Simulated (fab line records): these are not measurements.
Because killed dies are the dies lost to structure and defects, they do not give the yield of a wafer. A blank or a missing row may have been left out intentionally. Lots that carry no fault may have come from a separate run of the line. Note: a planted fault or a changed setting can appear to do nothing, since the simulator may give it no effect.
Struck lot and sound lot, side by side + flow nandHarc + 13 out of 1302 route steps
Sound: wafers L332.1, L332.5, L332.6. Struck: wafer L339.1. (L339.4 of the same lot was not struck and is left out.) The cause comes at the end.
For every step that has rows: the tool of each side, followed by ch and its chambers, followed by its first start. Under that, the readings that differ: sound wafers + struck wafers + difference of the means + sigmas: that difference in standard deviations of wafers without a fault.
alike: readings with means less than 2 such deviations apart, plus words and numbers identical on both sides. not compared: withheld readings, readings lacking a value on some wafer, bounds such as >300 that could conceal the same value, and numbers that have no deviation in the record and whose values overlap.
A row with sigmas, a row that says differs or no value, or rows on one side alone: a step with any of these is where the two part. Non-overlapping numbers with no deviation appear without sigmas and do not part them. A reading that every wafer of one side lacks parts them only if that side has two wafers or more.

first, 4 steps without rows for these wafers: NHARC_A_WL_FILL_STRIP_28 (strips in post etch residue remover, time 1200 s); NHARC_A_WL_FILL_PRECLEAN_06 (cleans in DIW, time 300 s); NHARC_A_WL_FILL_SRD_07; NHARC_A_WL_FILL_ANNEAL_08 (time 1800 s).
NHARC_A_WL_FILL_ALD_10: deposits SiO2, target thk 50 nm, pulse time 10 s, ald cycles 500.
  sound on aldHk-02 ch 1,2, day 23 17:31; struck on aldHk-02 ch 3, day 26 23:50
| reading          | sound       | struck | difference | sigmas |
|------------------|-------------|--------|------------|--------|
| heaterPowerW (W) | 432 433 416 | 536    | +109       | +2     |
  alike: precursorPulseHeightRel
NHARC_A_WL_FILL_ETCHBACK_16: etches the open film in C4F8/O2/Ar, target depth 120 nm, time 24 s.
  sound on rieDiel-03 ch 0,3; struck on rieDiel-03 ch 3
| reading             | sound          | struck | difference | sigmas |
|---------------------|----------------|--------|------------|--------|
| oesProductAu (a.u.) | 1.00 1.00 1.01 | 0.92   | -0.08      | -2     |
  alike: rfVppV
  not compared: rfHoursCounterH
NHARC_A_WL_FILL_STRIP_29: strips in O2, time 20 s.
  sound on rieDiel-03 ch 0,3, day 23 22:17; struck on rieDiel-03 ch 0, day 27 04:07
| reading              | sound                | struck | difference | sigmas |
|----------------------|----------------------|--------|------------|--------|
| throttleValvePct (%) | 17.040 17.012 17.033 | 17.058 | +0.030     | +3     |
  alike: drypumpMotorCurrentA, oesProductAu, rfVppV, showerheadPlenumPTorr
  not compared: rfHoursCounterH
NHARC_A_WL_FILL_ETCHBACK_17: etches the open film in Cl2/BCl3, target depth 4 nm, time 26.7 s.
  sound on rieMetal-01 ch 0,1, day 23 22:23; struck on rieMetal-01 ch 0, day 27 04:11
  alike: drypumpMotorCurrentA, heBacksideLeakSccm, oesProductAu
  not compared: rfHoursCounterH
then, 3 steps without rows for these wafers: NHARC_A_WL_FILL_PRECLEAN_18 (cleans in dHF, time 30 s); NHARC_A_WL_FILL_SRD_21; NHARC_A_WL_FILL_CVD_23 (deposits poly-Si, target thk 40 nm, time 800 s).
NHARC_A_WL_FILL_ETCHBACK_26: etches the open film in HBr, target depth 52 nm, time 13.3 s.
  sound on rieSi-03 ch 0,1,2, day 24 03:37; struck on rieSi-01 ch 0, day 27 09:26
| reading             | sound             | struck | difference | sigmas |
|---------------------|-------------------|--------|------------|--------|
| oesProductAu (a.u.) | 1.013 0.998 1.005 | 1.396  | +0.391     | +62    |
  alike: drypumpMotorCurrentA, heBacksideLeakSccm, throttleValvePct
  not compared: rfHoursCounterH
then, 1 step without rows for these wafers: NHARC_A_WL_FILL_PRECLEAN_30 (cleans in dHF, time 10 s).

WHERE THEY PART
First at NHARC_A_WL_FILL_ALD_10; last, within this record, at NHARC_A_WL_FILL_ETCHBACK_26.

WHY: what had been put in by the simulator
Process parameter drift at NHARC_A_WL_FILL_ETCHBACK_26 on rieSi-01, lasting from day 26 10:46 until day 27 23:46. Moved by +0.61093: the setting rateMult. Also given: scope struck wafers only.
